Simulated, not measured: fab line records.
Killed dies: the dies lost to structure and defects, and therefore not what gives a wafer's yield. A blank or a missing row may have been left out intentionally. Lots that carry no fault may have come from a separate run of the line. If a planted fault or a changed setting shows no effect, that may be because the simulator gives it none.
Chamber matching :: flow n5 finfet :: N5_BEOL_M6_STRIP_36 on rie diel-04 has 4 sister chambers
The step strips in N2/H2. 20 wafers are shown with their chamber, then 10 later ones without.

## WAFERS WITH THEIR CHAMBER
wafer: L077.4
chamber: 3
drypump motor current A (A): 5.0
showerhead plenum p Torr (Torr): 2.57
throttle valve pct (%): 23.64

wafer: L077.5
chamber: 0
drypump motor current A (A): 5.1
showerhead plenum p Torr (Torr): 2.41
throttle valve pct (%): 23.66

wafer: L077.6
chamber: 2
drypump motor current A (A): 6.0
showerhead plenum p Torr (Torr): 2.58
throttle valve pct (%): 23.24

wafer: L078.2
chamber: 0
drypump motor current A (A): 5.0
showerhead plenum p Torr (Torr): 2.41
throttle valve pct (%): 23.65

wafer: L078.4
chamber: 1
drypump motor current A (A): 5.8
showerhead plenum p Torr (Torr): 2.47
throttle valve pct (%): 23.81

wafer: L078.5
chamber: 1
drypump motor current A (A): 5.9
showerhead plenum p Torr (Torr): 2.47
throttle valve pct (%): 23.80

wafer: L079.2
chamber: 3
drypump motor current A (A): 5.0
showerhead plenum p Torr (Torr): 2.57
throttle valve pct (%): 23.71

wafer: L079.3
chamber: 2
drypump motor current A (A): 6.0
showerhead plenum p Torr (Torr): 2.58
throttle valve pct (%): 23.24

wafer: L079.5
chamber: 1
drypump motor current A (A): 5.8
showerhead plenum p Torr (Torr): 2.47
throttle valve pct (%): 23.82

wafer: L081.1
chamber: 0
drypump motor current A (A): 5.0
showerhead plenum p Torr (Torr): 2.41
throttle valve pct (%): 23.70

wafer: L081.3
chamber: 1
drypump motor current A (A): 5.9
showerhead plenum p Torr (Torr): 2.47
throttle valve pct (%): 23.84

wafer: L081.6
chamber: 3
drypump motor current A (A): 5.0
showerhead plenum p Torr (Torr): 2.57
throttle valve pct (%): 23.71

wafer: L088.1
chamber: 0
drypump motor current A (A): 5.1
showerhead plenum p Torr (Torr): 2.40
throttle valve pct (%): 23.68

wafer: L088.2
chamber: 1
drypump motor current A (A): 5.8
showerhead plenum p Torr (Torr): 2.46
throttle valve pct (%): 23.83

wafer: L088.5
chamber: 3
drypump motor current A (A): 5.0
showerhead plenum p Torr (Torr): 2.57
throttle valve pct (%): 23.73

wafer: L090.3
chamber: 1
drypump motor current A (A): 5.9
showerhead plenum p Torr (Torr): 2.46
throttle valve pct (%): 23.85

wafer: L090.4
chamber: 2
drypump motor current A (A): 6.0
showerhead plenum p Torr (Torr): 2.57
throttle valve pct (%): 23.30

wafer: L090.5
chamber: 3
drypump motor current A (A): 5.0
showerhead plenum p Torr (Torr): 2.56
throttle valve pct (%): 23.71

wafer: L091.1
chamber: 3
drypump motor current A (A): 5.0
showerhead plenum p Torr (Torr): 2.56
throttle valve pct (%): 23.70

wafer: L091.2
chamber: 2
drypump motor current A (A): 6.0
showerhead plenum p Torr (Torr): 2.57
throttle valve pct (%): 23.28

SIGNATURES, as means of the wafers listed above
reading: drypump motor current A
chamber 0: 5.050
chamber 1: 5.850
chamber 2: 6.000
chamber 3: 5.000
scatter within a chamber: 0.0395

reading: showerhead plenum p Torr
chamber 0: 2.4075
chamber 1: 2.4667
chamber 2: 2.5750
chamber 3: 2.5667
scatter within a chamber: 0.00525

reading: throttle valve pct
chamber 0: 23.6725
chamber 1: 23.8250
chamber 2: 23.2650
chamber 3: 23.7000
scatter within a chamber: 0.0259
Rule: for each reading, subtract the chamber's mean from the wafer's reading, divide by that reading's scatter and square the result; add these up over the readings and take the root, which gives the wafer's distance from the chamber. The wafer belongs to the nearest chamber; if the next one is less than 2 further off, it can't be placed. How the scatter is found: for the shown wafers, subtract from each reading the mean of its chamber, square and add these, divide the total by (wafers less chambers), then take the root.

## WAFERS WITHOUT THEIR CHAMBER
wafer: L091.4
drypump motor current A (A): 5.0
showerhead plenum p Torr (Torr): 2.56
throttle valve pct (%): 23.72

wafer: L092.2
drypump motor current A (A): 5.0
showerhead plenum p Torr (Torr): 2.56
throttle valve pct (%): 23.72

wafer: L092.4
drypump motor current A (A): 5.0
showerhead plenum p Torr (Torr): 2.72
throttle valve pct (%): 23.35

wafer: L092.5
drypump motor current A (A): 6.0
showerhead plenum p Torr (Torr): 2.57
throttle valve pct (%): 23.29

wafer: L094.1
drypump motor current A (A): 5.0
showerhead plenum p Torr (Torr): 2.56
throttle valve pct (%): 23.72

wafer: L094.2
drypump motor current A (A): 6.0
showerhead plenum p Torr (Torr): 2.56
throttle valve pct (%): 23.28

wafer: L094.3
drypump motor current A (A): 5.0
showerhead plenum p Torr (Torr): 2.72
throttle valve pct (%): 23.39

wafer: L097.4
drypump motor current A (A): 6.0
showerhead plenum p Torr (Torr): 2.56
throttle valve pct (%): 23.27

wafer: L097.5
drypump motor current A (A): 5.0
showerhead plenum p Torr (Torr): 2.71
throttle valve pct (%): 23.40

wafer: L097.6
drypump motor current A (A): 5.9
showerhead plenum p Torr (Torr): 2.45
throttle valve pct (%): 23.85

## WHICH CHAMBER EACH ONE RAN IN
wafer: L091.4
from the rows above: 3
in truth: 3

wafer: L092.2
from the rows above: 3
in truth: 3

wafer: L092.4
from the rows above: 3
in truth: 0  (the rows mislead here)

wafer: L092.5
from the rows above: 2
in truth: 2

wafer: L094.1
from the rows above: 3
in truth: 3

wafer: L094.2
from the rows above: 2
in truth: 2

wafer: L094.3
from the rows above: 3
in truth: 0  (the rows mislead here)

wafer: L097.4
from the rows above: 2
in truth: 2

wafer: L097.5
from the rows above: 3
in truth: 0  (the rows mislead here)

wafer: L097.6
from the rows above: 1
in truth: 1
Placed correctly: 7 of 10. Can't be placed from these rows: 0. Placed wrongly: 3.
